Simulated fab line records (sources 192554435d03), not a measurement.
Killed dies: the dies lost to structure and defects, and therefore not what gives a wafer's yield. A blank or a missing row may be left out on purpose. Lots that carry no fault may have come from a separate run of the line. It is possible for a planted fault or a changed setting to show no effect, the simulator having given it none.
Problem report in the 8D (eight disciplines) form, filled by code :: flow n5_finfet :: the parts of the form that need people (team, actions taken, sign-off) are left out

== 1. PROBLEM STATEMENT ==
Mean of killed_at_M0_to_M3 at N5_PASSIVATION_PROBE_49: 1112 across 2 wafers in 2 lots; on wafers with no fault it is 32 (standard deviation 9.4). That is +99 or more standard deviations from the usual mean.
The first sign was on wafer L910.2 at day 14 15:30, on prober-01. The record has a number at this step for 12 wafers belonging to 5 lots. Rule for "out" (also "out of limits"): further than 4 standard deviations from the usual mean. All remaining wafers that have a number are taken as sound.

== 2. WHAT IT IS AND WHAT IT IS NOT ==
question: which readings at this step
is: killed_at_M0_to_M3, defect_limited_yield, killed_dies, killed_on_rim, sort_bin_5_function, sort_n_pass, sort_yield_pct
is not: killed_at_M4_up, killed_at_contacts, killed_at_front_end, killed_at_other, killed_open, killed_short, sort_bin_4_leakage, sort_bin_6_memory, sort_bin_8_speed

question: which lots
is: L910, L912
is not: L903, L905, L920

question: which wafers of those lots
is: L910.2, L912.2
is not: L910.1, L912.1

question: read on which tools
is: prober-01, prober-02
is not: -

question: when
is: from day 14 15:30
is not: up to then (6 sound wafers); but 4 sound wafers of L912, L920 came after

== 3. SUSPECTS, AND WHAT RULES EACH OUT ==
Counting: any tool at a process step up to the reading remains a suspect provided it ran every lot that is out. Sound lots after the first of them don't rule it out here, since some wafers of a struck lot are sound.
- pecvd-03 at N5_BEOL_M0_SAQP_PECVD_00 (deposits SiCN from 3MS/NH3, target thk 8 nm, time 14 s): kept. Every lot that is out went through it, the first being L910 (day 8 10:02); the last sound lot it ran before that was L905 (day 7 03:56).
After counting, what remains is pecvd-03 at N5_BEOL_M0_SAQP_PECVD_00.

== 4. THE CAUSE (what the simulator had put in) ==
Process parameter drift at N5_BEOL_M0_SAQP_PECVD_00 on pecvd-03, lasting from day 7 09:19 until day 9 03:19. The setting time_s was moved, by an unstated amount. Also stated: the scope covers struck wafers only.
This tool alone remained once counting was done.

== 5. THE EFFECT CHAIN, in route order ==
One row per reading whose mean, taken over the struck wafers that have a number, lies over 3 standard deviations from the usual. Readings are gone through only where the record gives a usual standard deviation; hours: the median, over the lots, of the time from a lot's start at the first step in this table giving one to that lot's start at this step; sigmas: the change measured in usual standard deviations.
hours: 0
step: N5_PASSIVATION_PROBE_49
reading: defect_limited_yield
usual: 91.5 %
on struck wafers: 0.0
change: -91.5
sigmas: -61

hours: 0
step: N5_PASSIVATION_PROBE_49
reading: killed_at_M0_to_M3
usual: 32
on struck wafers: 1112
change: +1080
sigmas: +99 or more

hours: 0
step: N5_PASSIVATION_PROBE_49
reading: killed_dies
usual: 100
on struck wafers: 1180
change: +1080
sigmas: +64

hours: 0
step: N5_PASSIVATION_PROBE_49
reading: killed_on_rim
usual: 13
on struck wafers: 152
change: +139
sigmas: +32

hours: 0
step: N5_PASSIVATION_PROBE_49
reading: sort_bin_5_function
usual: 4.9 %
on struck wafers: 96.9
change: +92.0
sigmas: +96

hours: 0
step: N5_PASSIVATION_PROBE_49
reading: sort_n_pass
usual: 1080
on struck wafers: 0
change: -1080
sigmas: -64

hours: 0
step: N5_PASSIVATION_PROBE_49
reading: sort_yield_pct
usual: 91.5 %
on struck wafers: 0.0
change: -91.5
sigmas: -61
Its process steps:
- N5_PASSIVATION_PROBE_49

== 6. WHAT WOULD HAVE CAUGHT IT SOONER ==
First out-of-limits reading in this record: day 14 15:30, which is 174 hours after fault onset at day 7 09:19.
No tool reading at N5_BEOL_M0_SAQP_PECVD_00 that has a usual standard deviation in the record was out on any struck wafer, so an alarm limit of 4 standard deviations on those readings would not have fired.
All the lots that are out (2) had begun N5_BEOL_M0_SAQP_PECVD_00 on pecvd-03 by day 14 15:30. None of them would have been spared by holding the tool at that moment.
